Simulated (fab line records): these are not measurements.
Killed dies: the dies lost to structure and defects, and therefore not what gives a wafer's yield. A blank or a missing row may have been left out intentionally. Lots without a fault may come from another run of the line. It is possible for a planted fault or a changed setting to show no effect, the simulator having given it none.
Which tool is to blame? + flow nand_harc + Sampling: 6 lots, 18 wafers, 4 of 1302 route steps

WHAT THE GAUGES SHOWED, per wafer
NHARC_A_M1_CD_MEAS_09 targets a cd of 120 nm.
| lot  | measured     | on        | cd_nm (nm)        |
|------|--------------|-----------|-------------------|
| L589 | day 22 20:59 | cd_sem-02 | 120.3 119.7 120.8 |
| L593 | day 24 12:32 | cd_sem-01 | 119.9 119.6 120.3 |
| L598 | day 26 17:21 | cd_sem-03 | 121.4 121.5 120.9 |
| L601 | day 27 16:31 | cd_sem-02 | 119.8 121.1 120.1 |
| L606 | day 29 18:03 | cd_sem-03 | 120.8 120.8 113.1 |
| L612 | day 32 13:26 | cd_sem-02 | 121.6 120.9 120.3 |

EACH LOT AND THE TOOL THAT RAN IT (in order: tool; ch and the chambers of the sampled wafers; start)
| lot  | NHARC_A_M0_PVD_20                       | NHARC_A_M0_ANNEAL_30             | NHARC_A_M1_PEB_07                 |
|------|-----------------------------------------|----------------------------------|-----------------------------------|
| L589 | pvd_sputter-02, day 22 18:49 or earlier | rtp_anneal-02 ch 0, day 22 18:49 | litho_track-01 ch 0, day 22 20:55 |
| L593 | pvd_sputter-01, day 24 10:19 or earlier | rtp_anneal-02 ch 0, day 24 10:19 | litho_track-04 ch 0, day 24 12:28 |
| L598 | pvd_sputter-03, day 26 15:07 or earlier | rtp_anneal-02 ch 0, day 26 15:07 | litho_track-01 ch 0, day 26 17:16 |
| L601 | pvd_sputter-03, day 27 14:04 or earlier | rtp_anneal-02 ch 0, day 27 14:04 | litho_track-04 ch 0, day 27 16:26 |
| L606 | pvd_sputter-01, day 29 15:32 or earlier | rtp_anneal-02 ch 0, day 29 15:32 | litho_track-01 ch 0, day 29 17:58 |
| L612 | pvd_sputter-02, day 32 11:10 or earlier | rtp_anneal-01 ch 0, day 32 11:10 | litho_track-04 ch 0, day 32 13:22 |
- NHARC_A_M0_PVD_20: deposits TaN, target thk 5 nm, time 8.06 s.
- NHARC_A_M0_ANNEAL_30: time 90 s.
- NHARC_A_M1_PEB_07: peb time 65 s.

THE ANSWER, worked out from the rows above alone
Rule: what is usual is taken from the lots themselves. Put in order of their means at a reading, lots are off if they are a third of the lots or fewer, leave a main group of 4 or more, and stand apart from it by a gap of 3 or more times the standard deviation of the main group's means; of several such gaps the widest counts. A main group is skipped when, at the precision printed for the reading in the tables above, its means are all equal. Also off: a lot with no number at a reading for which 4 or more lots have one. Where the step has rows for the other lots, those lots are counted as sound.
Off: L606 (NHARC_A_M1_CD_MEAS_09, cd_nm). The main group: mean 120.5 nm, standard deviation 0.48.
If a tool, at a process step before that reading, ran all the lots that are off and no sound lot after the first of them, it fits. Those tools and the gauges at NHARC_A_M1_CD_MEAS_09 are tried in the same way. NHARC_A_M0_PVD_20: start missing for some lots; hours and lot order therefore follow NHARC_A_M0_ANNEAL_30. Can't be told from this: 4 tools fit, pvd_sputter-01 at NHARC_A_M0_PVD_20, rtp_anneal-02 at NHARC_A_M0_ANNEAL_30, litho_track-01 at NHARC_A_M1_PEB_07, cd_sem-03 at NHARC_A_M1_CD_MEAS_09.

WHAT THE SIMULATOR PUT IN
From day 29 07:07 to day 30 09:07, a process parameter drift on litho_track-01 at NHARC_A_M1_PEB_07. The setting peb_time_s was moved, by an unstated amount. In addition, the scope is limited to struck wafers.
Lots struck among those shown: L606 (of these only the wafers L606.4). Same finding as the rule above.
